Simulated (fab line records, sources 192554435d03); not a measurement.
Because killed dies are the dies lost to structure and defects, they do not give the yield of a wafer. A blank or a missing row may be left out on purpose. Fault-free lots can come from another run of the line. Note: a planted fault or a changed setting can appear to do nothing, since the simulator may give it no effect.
Chamber matching | flow n5-finfet | 4 sister chambers for N5_BEOL_M8_VIA_ETCH_34 on rie-diel-05
The step etches SiCOH lowk in C4F6/O2, target depth 125.5 nm, time 50.5 s. 14 wafers are shown with their chamber, then 7 later ones without.

WAFERS PAIRED WITH THEIR CHAMBERS
wafer  | chamber | rf-vpp-V (V) | throttle-valve-pct (%) | showerhead-plenum-p-Torr (Torr)
L075.4 | 3       | 662          | 20.47                  | 2.79
L075.5 | 2       | 677          | 20.95                  | 2.81
L075.6 | 1       | 670          | 20.80                  | 2.79
L083.2 | 3       | 662          | 20.49                  | 2.78
L083.5 | 3       | 661          | 20.50                  | 2.78
L083.6 | 2       | 679          | 20.94                  | 2.80
L086.1 | 1       | 670          | 20.84                  | 2.78
L086.3 | 3       | 662          | 20.49                  | 2.78
L086.5 | 3       | 662          | 20.50                  | 2.78
L090.2 | 2       | 679          | 20.98                  | 2.79
L090.3 | 0       | 650          | 20.73                  | 2.72
L090.5 | 3       | 662          | 20.52                  | 2.78
L092.1 | 3       | 664          | 20.53                  | 2.77
L092.2 | 1       | 669          | 20.86                  | 2.78

SIGNATURES (averages over the wafers above)
reading                  | chamber 0 | chamber 1 | chamber 2 | chamber 3 | scatter within a chamber
rf-vpp-V                 | 650.00    | 669.67    | 678.33    | 662.14    | 0.905
throttle-valve-pct       | 20.7300   | 20.8333   | 20.9567   | 20.5000   | 0.0227
showerhead-plenum-p-Torr | 2.7200    | 2.7833    | 2.8000    | 2.7800    | 0.00683
Rule: for a wafer and a chamber, the distance is found by dividing, reading by reading, the gap between the wafer's reading and the chamber's mean by the reading's scatter, squaring, summing and taking the root. If the next closest chamber is less than 2 further off than the closest, the wafer can't be placed; otherwise it belongs to the closest. How the scatter is found: for the shown wafers, subtract from each reading the mean of its chamber, square and add these, divide the total by (wafers less chambers), then take the root.

WAFERS MISSING THEIR CHAMBER
wafer  | rf-vpp-V (V) | throttle-valve-pct (%) | showerhead-plenum-p-Torr (Torr)
L092.3 | 651          | 20.75                  | 2.71
L094.1 | 662          | 20.54                  | 2.77
L094.5 | 661          | 20.52                  | 2.77
L094.6 | 669          | 20.85                  | 2.77
L095.2 | 662          | 20.54                  | 2.77
L095.3 | 679          | 20.58                  | 2.79
L095.4 | 667          | 20.86                  | 2.77

WHICH CHAMBER EACH ONE RAN IN
wafer  | from the rows above     | in truth
L092.3 | 0                       | 0
L094.1 | 3                       | 3
L094.5 | 3                       | 3
L094.6 | 1                       | 1
L095.2 | 3                       | 3
L095.3 | can't be placed: 1 or 2 | 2
L095.4 | 1                       | 1
6 of 7 placed correctly. From these rows, 1 cannot be placed; in 1 the true chamber is one of the candidates. Number placed wrongly: 0.
